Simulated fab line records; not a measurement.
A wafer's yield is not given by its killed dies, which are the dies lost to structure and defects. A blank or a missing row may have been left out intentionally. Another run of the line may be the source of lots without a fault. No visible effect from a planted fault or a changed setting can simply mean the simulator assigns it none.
fab line records	flow n5_finfet
record: lots: 9	wafers: 25	last_day: 18
route steps=1938 shown BEOL_M2@880 BEOL_M4@1111 PASSIVATION@1936
lots with no fault: from the same line, run without faults
start_h: start of the lot's first displayed wafer, in hours after the record's first day	wait_h: how many hours have passed since the lot's step before this one	" repeats the value in the row above	L1.1+2: one row covering several wafers at once	- value missing, or start not given	* or withheld: withheld	< > ~ a bound
route shown NAME@n: a module of which the file shows steps, and the number in the route of the first	usual: average and standard deviation across the fault-free wafers	same: alike in all rows	chamber/n: place in a boat	sites: each site's reading	_std_site: the values' standard deviation	_edge_site: mean of outer sites minus mean of inner sites	radius_mm: for every site, how far away it sits from the centre of the wafer	mask NAME#n: copy n	behind: the last tool/chamber to shape the wafer	hold: reason for holding the lot/hours on hold/outcome of the hold	device: names the non-switching transistor (n, p or np)	end of line: the route-end tests of the same wafers	for a step that has no rows: nothing shown but its recipe	killed: dies that structure and defects cost at the first sort, which is not the same as the wafer's yield	map: a wafer's dies, marking killed ones x, the rest . and places with no die _
set.NAME: setting as actually run; set.NAME@STEP: the setting as run at that earlier step	model.NAME: the simulator's own value behind a step, which no gauge read
route steps across a sampled set of lots; one table per step, one row per wafer
services: the hour from which a tool's chamber was out of use, counted from the record's first day as start_h (under 0 if before that day), plus the number of hours and why
== steps ==
step: N5_BEOL_M2_ETCH_77
recipe: chemistry: N2/H2	target: underlayer	target_depth_a: 65	mask_material: CAR-EUV	time_s: 5.2	ion_energy_ev: 200	pressure_mtorr: 30	source_w: 840	bias_w: 150	n2_flow_sccm: 200	h2_flow_sccm: 200	ends: cleared
usual: drypump_motor_current_A: 5.9/0.37	etch_rf_on_time_s: 5.18/0.1	oes_product_au: 0.70/0.076	rf_vpp_V: 524.9/2.5	showerhead_plenum_p_Torr: 2.58/0.075	throttle_valve_pct: 17.88/0.2
lot.wafer	tool	chamber	start_h	wait_h	drypump_motor_current_A	etch_rf_on_time_s	oes_product_au	rf_hours_counter_h	rf_vpp_V	showerhead_plenum_p_Torr	throttle_valve_pct
L758.2	rie_diel-01	1	141.26	0.0	6.1	5.22	0.60	238	523.4	2.51	18.13
L758.3	"	3	"	"	5.3	5.03	0.79	12	526.7	2.69	17.86
L758.5	"	3	"	"	5.3	5.07	0.79	-	528.7	2.69	17.86
L762.1	rie_diel-06	0	160.34	0.0	6.2	5.06	0.79	19	521.8	2.49	18.05
L762.2	"	3	"	"	5.4	5.27	0.59	197	522.3	2.51	18.18
L762.5	"	0	"	"	6.2	4.99	0.79	-	521.6	2.49	18.03
L763.1	rie_diel-01	2	164.41	0.0	5.9	5.25	0.61	224	526.4	2.60	17.90
L763.3	"	0	"	"	6.0	5.10	0.74	43	530.0	2.70	17.78
L763.5	"	3	"	"	5.3	5.07	0.77	-	527.8	2.69	17.83
L765.2	rie_diel-01	3	179.46	0.0	5.3	5.06	0.76	26	527.7	2.68	17.85
L765.3	"	2	"	"	5.9	5.28	0.60	230	525.8	2.60	17.93
L765.4	"	2	"	"	5.9	5.29	0.60	-	527.2	2.60	17.92
L769.2	rie_diel-01	2	211.15	0.0	5.9	5.33	0.59	242	525.6	2.60	17.93
L769.6	"	3	"	"	5.3	5.12	0.74	-	526.6	2.68	17.89
L777.5	rie_diel-01	2	252.84	0.0	5.9	5.32	0.57	-	525.9	2.59	17.94
L777.6	"	3	"	"	5.3	5.14	0.72	-	528.1	2.67	17.92
L778.2	rie_diel-06	2	263.26	0.0	5.7	5.07	0.73	72	521.7	2.48	17.88
L778.3	"	0	"	"	6.2	5.05	0.73	55	520.9	2.47	18.13
L778.4	"	1	"	"	6.5	5.21	0.73	46	525.6	2.58	17.94
L780.3	rie_diel-06	0	268.25	0.0	6.2	5.05	0.72	56	521.2	2.47	18.13
L780.4	"	3	"	"	5.4	5.41	0.56	237	522.9	2.49	18.26
L780.5	"	1	"	"	6.5	5.27	0.73	-	523.3	2.58	17.98
L779.3	rie_diel-02	0	269.29	0.0	6.0	5.19	0.70	90	525.0	2.57	17.68
L779.5	"	0	"	"	6.0	5.17	0.70	-	522.7	2.57	17.70
L779.6	"	3	"	"	5.5	5.23	0.71	-	524.7	2.59	17.54
step: N5_BEOL_M2_ETCH_69
recipe: chemistry: CF4	target: SiARC	target_depth_a: 156	mask_material: CAR-EUV	time_s: 26	ion_energy_ev: 80	pressure_mtorr: 40	source_w: 545	bias_w: 36	Ar_flow_sccm: 100	cf4_flow_sccm: 100	ends: cleared
usual: cf4_flow_sccm: 100.0/0.3	drypump_motor_current_A: 5.8/0.37	etch_rf_on_time_s: 25.9/0.55	oes_product_au: 0.70/0.077	rf_vpp_V: 184.3/1.1	showerhead_plenum_p_Torr: 2.17/0.064	throttle_valve_pct: 15.61/0.25
lot.wafer	tool	chamber	start_h	wait_h	cf4_flow_sccm	drypump_motor_current_A	etch_rf_on_time_s	oes_product_au	rf_hours_counter_h	rf_vpp_V	showerhead_plenum_p_Torr	throttle_valve_pct
L758.2	rie_diel-01	1	141.28	0.0	100.3	6.1	26.5	0.59	238	183.5	2.10	15.76
L758.3	"	3	"	"	99.8	5.3	25.1	0.79	12	184.6	2.28	15.65
L758.5	"	3	"	"	99.9	5.3	25.1	0.79	-	184.4	2.28	15.67
L762.1	rie_diel-06	0	160.36	0.0	100.0	6.2	25.1	0.79	19	184.1	2.10	15.61
L762.2	"	3	"	"	100.6	5.3	26.5	0.59	197	183.1	2.13	15.93
L762.5	"	0	"	"	100.4	6.2	24.9	0.80	-	184.0	2.10	15.62
L763.1	rie_diel-01	2	164.43	0.0	99.8	5.9	26.5	0.60	224	185.3	2.19	15.76
L763.3	"	0	"	"	99.8	6.0	25.3	0.74	43	185.0	2.26	15.43
L763.5	"	3	"	"	100.0	5.3	25.4	0.77	-	185.3	2.28	15.67
L765.2	rie_diel-01	3	179.48	0.0	100.0	5.3	25.3	0.76	26	185.5	2.28	15.68
L765.3	"	2	"	"	100.0	5.9	26.6	0.59	230	184.2	2.19	15.76
L765.4	"	2	"	"	99.9	5.9	26.8	0.59	-	185.4	2.19	15.75
L769.2	rie_diel-01	2	211.17	0.0	99.8	5.9	26.6	0.59	242	184.7	2.19	15.78
L769.6	"	3	"	"	100.0	5.3	25.4	0.74	-	186.6	2.28	15.73
L777.5	rie_diel-01	2	252.87	0.0	99.6	5.9	26.7	0.58	-	183.1	2.18	15.82
L777.6	"	3	"	"	100.4	5.3	25.2	0.72	-	186.0	2.27	15.73
L778.2	rie_diel-06	2	263.28	0.0	100.1	5.7	25.5	0.73	72	183.6	2.08	15.48
L778.3	"	0	"	"	99.8	6.2	25.2	0.73	55	182.4	2.09	15.70
L778.4	"	1	"	"	100.2	6.5	26.0	0.73	46	184.0	2.17	15.71
L780.3	rie_diel-06	0	268.27	0.0	99.8	6.2	25.1	0.73	56	182.3	2.09	15.70
L780.4	"	3	"	"	100.1	5.4	26.8	0.57	237	183.1	2.11	16.02
L780.5	"	1	"	"	100.4	6.5	26.0	0.74	-	184.5	2.17	15.72
L779.3	rie_diel-02	0	269.31	0.0	99.3	6.0	26.2	0.69	90	184.6	2.15	15.39
L779.5	"	0	"	"	99.9	6.0	25.9	0.70	-	184.4	2.15	15.39
L779.6	"	3	"	"	99.8	5.5	26.0	0.71	-	185.0	2.18	15.19
step: N5_BEOL_M2_VIA_ETCH_34
recipe: chemistry: C4F6/O2	target_depth_a: 694	mask_material: SOC	pressure_mtorr: 15	ion_energy_ev: 250	taper_deg: 4	time_s: 65.9	source_w: 350	bias_w: 170	Ar_flow_sccm: 300	C4F6_flow_sccm: 10	O2_flow_sccm: 10
usual: drypump_motor_current_A: 5.8/0.34	oes_product_au: 0.83/0.078	rf_vpp_V: 673/11	run_length_s: 89.4/0.38	showerhead_plenum_p_Torr: 2.88/0.064	throttle_valve_pct: 30.71/0.29
lot.wafer	tool	chamber	start_h	wait_h	drypump_motor_current_A	oes_product_au	rf_hours_counter_h	rf_vpp_V	run_length_s	showerhead_plenum_p_Torr	throttle_valve_pct
L758.2	rie_diel-02	0	141.94	0.0	6.0	0.87	45	670	89.7	2.89	30.46
L758.3	"	1	"	"	5.5	0.73	193	666	89.8	2.95	31.05
L758.5	"	0	"	"	6.0	0.87	-	670	89.1	2.89	30.45
L762.1	rie_diel-01	1	162.21	0.0	6.1	0.69	246	682	89.6	2.79	30.82
L762.2	"	0	"	"	6.0	0.86	42	665	89.6	2.98	30.50
L762.5	"	1	"	"	6.1	0.68	-	682	89.0	2.79	30.81
L763.1	rie_diel-02	1	165.12	0.0	5.5	0.72	201	667	89.9	2.94	31.07
L763.3	"	3	"	"	5.5	0.89	14	661	89.4	2.91	30.44
L763.5	"	2	"	"	6.2	0.90	-	698	88.8	2.87	30.30
L765.2	rie_diel-02	2	186.58	0.0	6.2	0.90	46	698	72.5	2.87	30.31
L765.3	"	1	"	"	5.5	0.72	210	664	90.4	2.94	31.08
L765.4	"	0	"	"	6.0	0.84	63	671	89.3	2.88	30.48
L769.2	rie_diel-02	0	216.25	0.0	6.0	0.83	73	670	72.8	2.87	30.50
L769.6	"	0	"	"	6.0	0.83	-	671	89.3	2.87	30.49
L777.5	rie_diel-01	0	253.77	0.0	6.0	0.82	-	663	89.6	2.97	30.50
L777.6	"	3	"	"	5.4	0.85	-	668	88.9	3.00	31.05
L778.2	rie_diel-06	0	272.44	0.0	6.2	0.85	58	675	88.9	2.77	31.15
L778.3	"	1	"	"	6.5	0.87	49	679	89.6	2.87	30.86
L778.4	"	2	"	"	5.7	0.84	75	669	89.0	2.76	30.75
L780.3	rie_diel-02	0	273.74	0.0	6.0	0.81	91	670	89.7	2.87	30.51
L780.4	"	1	"	"	5.5	0.69	240	665	89.8	2.93	31.07
L780.5	"	0	"	"	6.0	0.81	-	671	89.5	2.86	30.51
L779.3	rie_diel-02	0	274.22	0.0	6.0	0.81	91	671	89.1	2.86	30.51
L779.5	"	3	"	"	5.5	0.83	-	659	89.5	2.90	30.50
L779.6	"	0	"	"	6.0	0.82	-	671	89.2	2.86	30.49
step: N5_BEOL_M2_TRENCH_ETCH_37
recipe: chemistry: C4F6/O2	target_depth_a: 555.55	target: SiOC	time_s: 29.2	ion_energy_ev: 250	pressure_mtorr: 30	source_w: 355	bias_w: 185	Ar_flow_sccm: 300	C4F6_flow_sccm: 10	O2_flow_sccm: 10
usual: drypump_motor_current_A: 5.8/0.34	oes_product_au: 0.83/0.078	rf_vpp_V: 673/11	run_length_s: 52.7/0.32	showerhead_plenum_p_Torr: 2.88/0.064	throttle_valve_pct: 20.79/0.3
lot.wafer	tool	chamber	start_h	wait_h	drypump_motor_current_A	oes_product_au	rf_hours_counter_h	rf_vpp_V	run_length_s	showerhead_plenum_p_Torr	throttle_valve_pct
L758.2	rie_diel-02	0	-	-	6.0	0.87	45	670	52.9	2.89	20.61
L758.3	"	1	"	"	5.5	0.73	193	665	53.5	2.95	21.27
L758.5	"	0	"	"	6.0	0.86	-	672	53.1	2.89	20.61
L762.1	rie_diel-01	1	-	-	6.1	0.70	246	683	52.4	2.80	21.00
L762.2	"	0	"	"	6.0	0.87	42	665	53.0	2.99	20.60
L762.5	"	1	"	"	6.1	0.69	-	684	52.4	2.80	20.99
L763.1	rie_diel-02	1	-	-	5.5	0.73	201	665	53.0	2.95	21.29
L763.3	"	3	"	"	5.5	0.89	14	661	52.7	2.92	20.44
L763.5	"	2	"	"	6.2	0.90	-	698	52.5	2.88	20.37
L765.2	rie_diel-02	2	-	-	6.2	0.88	46	699	52.5	2.87	20.38
L765.3	"	1	"	"	5.5	0.72	210	666	53.1	2.95	21.29
L765.4	"	0	"	"	6.0	0.84	63	671	52.9	2.88	20.65
L769.2	rie_diel-02	0	-	-	6.0	0.84	73	671	52.6	2.88	20.64
L769.6	"	0	"	"	6.0	0.83	-	670	52.9	2.88	20.66
L777.5	rie_diel-01	0	-	-	6.0	0.82	-	664	53.0	2.97	20.63
L777.6	"	3	"	"	5.3	0.85	-	666	52.1	3.01	21.04
L778.2	rie_diel-06	0	-	-	6.2	0.85	58	675	52.4	2.77	21.03
L778.3	"	1	"	"	6.5	0.87	49	679	52.6	2.88	20.98
L778.4	"	2	"	"	5.7	0.85	75	671	52.5	2.77	20.77
L780.3	rie_diel-02	0	-	-	6.0	0.81	91	671	52.5	2.87	20.68
L780.4	"	1	"	"	5.5	0.68	240	666	53.1	2.93	21.32
L780.5	"	0	"	"	6.0	0.81	-	670	52.7	2.87	20.68
L779.3	rie_diel-02	0	-	-	6.0	0.81	91	670	52.4	2.87	20.69
L779.5	"	3	"	"	5.5	0.84	-	660	52.5	2.90	20.51
L779.6	"	0	"	"	6.0	0.82	-	672	52.8	2.87	20.69
step: N5_BEOL_M4_RC_MEAS_101
usual: DIBL_N: 36.9/1.7	DIBL_P: 37.3/2.3	IOFF_N: 0.16/0.033	IOFF_P: 0.22/0.04	ION_N: 673/12	ION_P: 463/8	SS_N: 71.6/0.58	SS_P: 73.4/0.74	VT_N: 250/3.2	VT_P: -250/3.4
lot.wafer	tool	chamber	start_h	wait_h	DIBL_N[mV/V]	DIBL_P[mV/V]	IOFF_N[nA/um]	IOFF_P[nA/um]	ION_N[uA/um]	ION_P[uA/um]	SS_N[mV/dec]	SS_P[mV/dec]	VT_N[mV]	VT_P[mV]
L758.2	prober-01	0	165.78	0.2	38.3	40.6	0.22	0.29	691	471	71.8	74.1	247	-247
L758.3	"	0	"	"	39.7	42.2	0.25	0.33	681	473	73.0	74.5	243	-244
L758.5	"	0	"	"	36.7	38.1	0.18	0.24	675	467	72.2	73.4	250	-248
L762.1	prober-01	0	194.08	0.0	38.5	38.0	0.19	0.23	677	456	72.2	73.7	247	-252
L762.2	"	0	"	"	35.9	34.2	0.13	0.18	656	452	71.5	72.1	252	-255
L762.5	"	0	"	"	35.7	33.9	0.14	0.17	658	446	71.7	72.0	253	-257
L763.1	prober-01	0	199.07	0.0	36.9	36.3	0.17	0.20	665	451	71.1	73.1	251	-252
L763.3	"	0	"	"	34.3	33.5	0.14	0.17	684	461	70.8	73.1	250	-257
L763.5	"	0	"	"	35.0	33.1	0.13	0.16	660	446	71.4	72.3	253	-257
L765.2	prober-01	0	218.35	0.2	40.5	41.6	0.24	0.30	687	473	72.5	74.3	245	-245
L765.3	"	0	"	"	37.7	37.0	0.17	0.21	668	462	71.4	73.4	249	-250
L765.4	"	0	"	"	36.3	35.5	0.14	0.19	661	454	71.3	72.9	251	-251
L769.2	prober-01	0	242.44	0.2	38.1	37.8	0.17	0.23	679	463	70.9	73.7	248	-249
L769.6	"	0	"	"	36.4	37.6	0.15	0.22	681	473	71.1	73.7	250	-247
L777.5	prober-01	0	291.42	0.6	38.5	37.8	0.17	0.23	697	476	71.4	73.7	248	-249
L777.6	"	0	"	"	38.1	37.8	0.17	0.23	670	462	71.7	72.7	251	-250
L778.2	prober-02	0	304.66	0.2	37.1	37.2	0.18	0.22	677	461	71.6	74.7	246	-251
L778.3	"	0	"	"	34.8	35.2	0.14	0.18	677	458	70.7	72.4	252	-254
L778.4	"	0	"	"	32.6	31.7	0.10	0.15	650	449	69.9	72.3	257	-259
L780.3	prober-02	0	307.75	0.3	38.6	39.3	0.18	0.24	673	459	71.7	73.9	252	-252
L780.4	"	0	"	"	39.3	39.4	0.18	0.23	669	459	72.6	74.4	251	-253
L780.5	"	0	"	"	37.7	38.0	0.14	0.21	661	453	72.0	73.8	255	-255
L779.3	prober-01	0	308.31	0.3	34.2	36.0	0.12	0.19	669	467	71.6	72.4	256	-254
L779.5	"	0	"	"	39.0	41.1	0.20	0.27	677	465	72.0	73.9	246	-248
L779.6	"	0	"	"	36.4	37.0	0.14	0.21	667	464	71.3	73.9	254	-248
step: N5_PASSIVATION_PROBE_49
usual: defect_limited_yield: 91.2/1.3	killed_at_M0_to_M3: 34/10	killed_at_M4_up: 13/4.6	killed_at_contacts: 13/5.5	killed_at_front_end: 41/12	killed_at_other: 2.8/2.4	killed_dies: 104/16	killed_open: 67/12	killed_short: 33/7.2	sort_bin_5_function: 5.1/0.86	sort_bin_6_memory: 3.3/0.62	sort_n_pass: 1076/16	sort_yield_pct: 91.2/1.3
same: gross_dies: 1180	killed_at_back_side: 0	sort_bin_4_leakage[%]: 0	sort_bin_8_speed[%]: 0
lot.wafer	tool	chamber	start_h	wait_h	defect_limited_yield[%]	killed_at_M0_to_M3	killed_at_M4_up	killed_at_contacts	killed_at_front_end	killed_at_other	killed_dies	killed_open	killed_short	sort_bin_5_function[%]	sort_bin_6_memory[%]	sort_n_pass	sort_yield_pct[%]
L758.2	prober-01	-	273.53	0.1	90.6	37	14	16	34	10	111	74	34	5.8	3.1	1069	90.6
L758.3	prober-01	-	273.58	0.1	92.5	25	9	20	33	2	89	65	24	4.5	2.9	1091	92.5
L758.5	prober-01	-	273.68	0.2	89.4	34	20	14	57	0	125	88	35	5.8	4.7	1055	89.4
L762.1	prober-02	-	301.86	0.0	91.7	32	9	25	31	1	98	61	31	4.6	3.3	1082	91.7
L762.2	prober-02	-	301.91	0.1	92.6	30	7	14	36	0	87	56	26	4.2	2.9	1093	92.6
L762.5	prober-02	-	302.06	0.2	92.6	21	14	19	25	8	87	60	26	4.2	3.1	1093	92.6
L763.1	prober-02	-	317.39	0.0	91.9	33	17	11	31	3	95	55	30	5.0	2.6	1085	91.9
L763.3	prober-02	-	317.49	0.1	89.3	49	8	19	45	5	126	81	39	6.5	4.0	1054	89.3
L763.5	prober-02	-	317.59	0.2	91.9	27	18	9	32	10	96	70	22	5.1	2.6	1084	91.9
L765.2	prober-01	-	322.53	0.1	92.5	16	20	12	38	2	88	59	23	3.7	3.2	1092	92.5
L765.3	prober-01	-	322.58	0.1	90.0	45	12	30	28	3	118	74	36	6.1	3.1	1062	90.0
L765.4	prober-01	-	322.63	0.2	93.5	19	11	5	39	3	77	51	25	4.3	1.9	1103	93.5
L769.2	prober-01	-	360.52	1.0	91.2	40	23	10	31	0	104	67	32	5.7	2.9	1076	91.2
L769.6	prober-01	-	360.72	1.2	93.7	31	8	13	21	1	74	52	21	4.0	2.0	1106	93.7
L777.5	prober-01	-	390.63	0.2	90.4	34	4	11	63	1	113	70	34	6.2	2.6	1067	90.4
L777.6	prober-01	-	390.68	0.3	92.3	39	15	8	25	4	91	63	25	4.4	3.2	1089	92.3
L779.3	prober-02	-	402.21	0.1	90.8	28	5	9	64	3	109	70	33	5.2	3.3	1071	90.8
L779.5	prober-02	-	402.31	0.2	87.9	36	19	26	59	3	143	94	39	7.3	3.9	1037	87.9
L779.6	prober-02	-	402.36	0.3	89.7	39	10	10	56	6	121	71	47	5.0	4.7	1059	89.7
L778.2	prober-01	-	407.35	0.1	91.4	37	16	18	28	2	101	61	34	4.9	3.3	1079	91.4
L778.3	prober-01	-	407.40	0.1	95.0	25	4	12	18	0	59	44	9	2.8	1.9	1121	95.0
L778.4	prober-01	-	407.45	0.2	93.1	26	11	13	30	1	81	56	19	4.4	2.2	1099	93.1
L780.3	prober-02	-	419.94	0.1	90.4	39	10	10	48	6	113	83	25	5.4	4.1	1067	90.4
L780.4	prober-02	-	419.99	0.2	91.6	28	15	8	47	1	99	64	31	4.7	3.2	1081	91.6
L780.5	prober-02	-	420.04	0.2	90.6	40	17	17	29	8	111	76	30	5.3	4.0	1069	90.6
killed by level:class
L758.2 BEOL_M0_SAQP:geometric_particle:open=15 MOL_CONTACT_COAG:geometric_particle:open=12 STI_FIN_REVEAL:geometric_particle:open=11 BEOL_M3:geometric_particle:open=8 FIN_SAQP:geometric_particle:open=5 BEOL_M0_SAQP:geometric_particle:short=4 PASS1_CAP:geometric_particle:open=4 STI_FIN_REVEAL:geometric_particle:short=3
L758.3 STI_FIN_REVEAL:geometric_particle:open=18 MOL_CONTACT_COAG:geometric_particle:open=15 FIN_SAQP:geometric_particle:open=5 MOL_CONTACT_COAG:geometric_particle:short=5 BEOL_M0_SAQP:geometric_particle:short=5 BEOL_M0_SAQP:geometric_particle:open=4 BEOL_M0:geometric_particle:open=4 BEOL_M3:geometric_particle:short=4
L758.5 STI_FIN_REVEAL:geometric_particle:open=19 MOL_CONTACT_COAG:geometric_particle:open=13 FIN_SAQP:geometric_particle:short=10 BEOL_M0_SAQP:geometric_particle:short=9 BEOL_M0_SAQP:geometric_particle:open=9 FIN_SAQP:geometric_particle:open=8 BEOL_M2:geometric_particle:open=7 GATE_CUT:geometric_particle:open=6
L762.1 MOL_CONTACT_COAG:geometric_particle:open=16 STI_FIN_REVEAL:geometric_particle:open=9 MOL_CONTACT_COAG:geometric_particle:short=8 BEOL_M3:geometric_particle:open=7 BEOL_M2:geometric_particle:open=6 FIN_SAQP:geometric_particle:short=5 STI_FIN_REVEAL:geometric_particle:short=4 BEOL_M0_SAQP:geometric_particle:open=4
L762.2 MOL_CONTACT_COAG:geometric_particle:open=11 BEOL_M3:geometric_particle:open=11 GATE_CUT:geometric_particle:short=8 FIN_SAQP:geometric_particle:short=7 BEOL_M0_SAQP:geometric_particle:open=6 DUMMY_GATE:geometric_particle:open=5 STI_FIN_REVEAL:geometric_particle:open=4 FIN_SAQP:geometric_particle:open=3
L762.5 MOL_CONTACT_COAG:geometric_particle:open=18 FIN_SAQP:geometric_particle:short=6 BEOL_M0_SAQP:geometric_particle:short=5 BEOL_M2:geometric_particle:open=5 STI_FIN_REVEAL:geometric_particle:open=4 DUMMY_GATE:geometric_particle:open=4 BEOL_M0_SAQP:geometric_particle:open=4 BEOL_M4:geometric_particle:open=4
L763.1 MOL_CONTACT_COAG:geometric_particle:open=10 BEOL_M4:geometric_particle:open=9 FIN_SAQP:geometric_particle:short=7 BEOL_M2:geometric_particle:open=7 BEOL_M0_SAQP:geometric_particle:short=6 FIN_SAQP:geometric_particle:open=5 BEOL_M3:geometric_particle:open=5 BEOL_M3:geometric_particle:short=4
L763.3 MOL_CONTACT_COAG:geometric_particle:open=14 BEOL_M3:geometric_particle:open=13 BEOL_M0_SAQP:geometric_particle:short=11 FIN_SAQP:geometric_particle:open=10 BEOL_M0_SAQP:geometric_particle:open=9 BEOL_M2:geometric_particle:open=7 BEOL_M1:geometric_particle:open=6 STARTING-WAFER:geometric_particle:short=6
L763.5 MOL_CONTACT_COAG:geometric_particle:open=8 BEOL_M0_SAQP:geometric_particle:open=8 DUMMY_GATE:geometric_particle:open=7 BEOL_M3:geometric_particle:open=7 BEOL_M5:geometric_particle:open=7 GATE_CUT:geometric_particle:short=6 FIN_SAQP:geometric_particle:short=5 BEOL_M1:geometric_particle:open=5
L765.2 FIN_SAQP:geometric_particle:open=14 MOL_CONTACT_COAG:geometric_particle:open=11 BEOL_M4:geometric_particle:open=9 BEOL_M3:geometric_particle:open=7 FIN_SAQP:geometric_particle:short=6 STI_FIN_REVEAL:geometric_particle:open=4 DUMMY_GATE:geometric_particle:open=4 BEOL_M1:geometric_particle:short=4
L765.3 MOL_CONTACT_COAG:geometric_particle:open=22 BEOL_M3:geometric_particle:open=15 BEOL_M0_SAQP:geometric_particle:short=10 MOL_CONTACT_COAG:geometric_particle:short=7 BEOL_M2:geometric_particle:open=6 BEOL_M0_SAQP:geometric_particle:open=5 FIN_SAQP:geometric_particle:open=4 BEOL_M1:geometric_particle:open=4
L765.4 FIN_SAQP:geometric_particle:open=11 STI_FIN_REVEAL:geometric_particle:open=6 BEOL_M1:geometric_particle:open=6 BEOL_M4:geometric_particle:open=6 DUMMY_GATE:geometric_particle:open=5 MOL_CONTACT_COAG:geometric_particle:open=5 BEOL_M0_SAQP:geometric_particle:open=4 FIN_SAQP:geometric_particle:short=3
L769.2 BEOL_M1:geometric_particle:open=15 FIN_SAQP:geometric_particle:open=8 BEOL_M4:geometric_particle:open=7 BEOL_M4:geometric_particle:short=7 MOL_CONTACT_COAG:geometric_particle:open=7 BEOL_M2:geometric_particle:open=6 BEOL_M3:geometric_particle:open=5 STARTING-WAFER:geometric_particle:short=4
L769.6 MOL_CONTACT_COAG:geometric_particle:open=12 BEOL_M2:geometric_particle:open=10 STI_FIN_REVEAL:geometric_particle:open=7 BEOL_M3:geometric_particle:open=5 BEOL_M0_SAQP:geometric_particle:short=4 BEOL_M0_SAQP:geometric_particle:open=3 BEOL_M3:geometric_particle:short=3 BEOL_M4:geometric_particle:open=3
L777.5 STI_FIN_REVEAL:geometric_particle:open=14 FIN_SAQP:geometric_particle:open=12 FIN_SAQP:geometric_particle:short=9 BEOL_M0_SAQP:geometric_particle:open=9 BEOL_M1:geometric_particle:open=7 DUMMY_GATE:geometric_particle:open=7 MOL_CONTACT_COAG:geometric_particle:short=6 BEOL_M2:geometric_particle:open=6
L777.6 BEOL_M0_SAQP:geometric_particle:open=10 STI_FIN_REVEAL:geometric_particle:open=7 MOL_CONTACT_COAG:geometric_particle:open=7 BEOL_M0_SAQP:geometric_particle:short=7 BEOL_M0:geometric_particle:open=7 GATE_CUT:geometric_particle:short=6 BEOL_M4:geometric_particle:open=5 BEOL_M2:geometric_particle:open=5
L779.3 FIN_SAQP:geometric_particle:open=22 FIN_SAQP:geometric_particle:short=12 STI_FIN_REVEAL:geometric_particle:open=8 MOL_CONTACT_COAG:geometric_particle:open=7 BEOL_M0_SAQP:geometric_particle:open=6 BEOL_M0:geometric_particle:open=5 ILD0:geometric_particle:short=4 BEOL_M0_SAQP:geometric_particle:short=4
L779.5 MOL_CONTACT_COAG:geometric_particle:open=20 FIN_SAQP:geometric_particle:open=19 BEOL_M0_SAQP:geometric_particle:open=12 FIN_SAQP:geometric_particle:short=8 BEOL_M0_SAQP:geometric_particle:short=7 BEOL_M2:geometric_particle:open=7 STARTING-WAFER:geometric_particle:short=7 STI_FIN_REVEAL:geometric_particle:open=5
L779.6 FIN_SAQP:geometric_particle:short=20 FIN_SAQP:geometric_particle:open=16 BEOL_M0_SAQP:geometric_particle:short=11 BEOL_M0_SAQP:geometric_particle:open=9 STI_FIN_REVEAL:geometric_particle:open=8 MOL_CONTACT_COAG:geometric_particle:open=8 BEOL_M2:geometric_particle:open=6 ILD0:geometric_particle:open=4
L778.2 MOL_CONTACT_COAG:geometric_particle:open=12 BEOL_M0_SAQP:geometric_particle:short=10 BEOL_M2:geometric_particle:open=7 STI_FIN_REVEAL:geometric_particle:open=6 MOL_CONTACT_COAG:geometric_particle:short=6 BEOL_M1:geometric_particle:open=5 BEOL_M0_SAQP:geometric_particle:open=5 BEOL_M4:geometric_particle:open=5
L778.3 BEOL_M3:geometric_particle:open=10 MOL_CONTACT_COAG:geometric_particle:open=8 STI_FIN_REVEAL:geometric_particle:open=4 MOL_CONTACT_COAG:geometric_particle:short=4 BEOL_M2:geometric_particle:open=4 DUMMY_GATE:geometric_particle:open=3 BEOL_M0_SAQP:geometric_particle:open=3 STARTING-WAFER:geometric_particle:open=3
L778.4 MOL_CONTACT_COAG:geometric_particle:open=11 BEOL_M1:geometric_particle:open=9 FIN_SAQP:geometric_particle:open=5 BEOL_M3:geometric_particle:open=5 FIN_SAQP:geometric_particle:short=3 STI_FIN_REVEAL:geometric_particle:short=3 STI_FIN_REVEAL:geometric_particle:open=3 DUMMY_GATE:geometric_particle:open=3
L780.3 STI_FIN_REVEAL:geometric_particle:open=18 FIN_SAQP:geometric_particle:open=9 MOL_CONTACT_COAG:geometric_particle:open=7 BEOL_M0_SAQP:geometric_particle:open=7 BEOL_M3:geometric_particle:open=6 BEOL_M0:geometric_particle:open=5 GATE_CUT:geometric_particle:open=5 BEOL_M0_SAQP:geometric_particle:short=5
L780.4 FIN_SAQP:geometric_particle:open=16 FIN_SAQP:geometric_particle:short=9 BEOL_M1:geometric_particle:open=8 BEOL_M0_SAQP:geometric_particle:open=7 MOL_CONTACT_COAG:geometric_particle:open=4 MOL_CONTACT_COAG:geometric_particle:short=4 BEOL_M0_SAQP:geometric_particle:short=4 BEOL_M4:geometric_particle:open=4
L780.5 MOL_CONTACT_COAG:geometric_particle:open=14 STI_FIN_REVEAL:geometric_particle:open=8 BEOL_M0_SAQP:geometric_particle:short=7 BEOL_M0_SAQP:geometric_particle:open=7 BEOL_M1:geometric_particle:open=7 FIN_SAQP:geometric_particle:short=5 BEOL_M3:geometric_particle:open=5 BEOL_M4:geometric_particle:open=5
== services ==
tool	chamber	start_h	hours	kind
rie_diel-02	2	171.75	5.4	repair
rie_diel-01	1	172.90	-	clean
rie_diel-01	1	172.90	-	consumable_replace:focus_ring
rie_diel-01	1	172.90	20.6	scheduled_down
rie_diel-01	1	172.90	20.6	vent_cycle
rie_diel-01	-	189.34	0.3	repair
rie_diel-01	2	218.92	9.9	repair
rie_diel-02	0	219.88	3.8	repair
rie_diel-01	2	254.45	7.3	repair
rie_diel-01	2	261.77	-	clean
rie_diel-01	2	261.77	-	consumable_replace:focus_ring
rie_diel-01	2	261.77	11.2	scheduled_down
rie_diel-01	2	261.77	11.2	vent_cycle
== key ==
first_sign: step: N5_BEOL_M2_VIA_ETCH_34	reading: run_length_s	direction: down	sigmas: 44	usual: *	struck: *
effect none on later readings
met_at N5_BEOL_M2_VIA_ETCH_34
struck_lots L765,L769
struck_wafers L765.2,L769.2
not_acting_at N5_BEOL_M2_ETCH_77,N5_BEOL_M2_ETCH_69,N5_BEOL_M2_TRENCH_ETCH_37
onset_between 165.12 186.58
fault: kind: process_parameter_drift	tool: rie_diel-02	chamber: -	onset_h: 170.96	steps: N5_BEOL_M2_VIA_ETCH_34	channel: time_s	offset: *	shape: step	end_h: 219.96	scope: struck_wafers_only	acts_in: *	stated: *
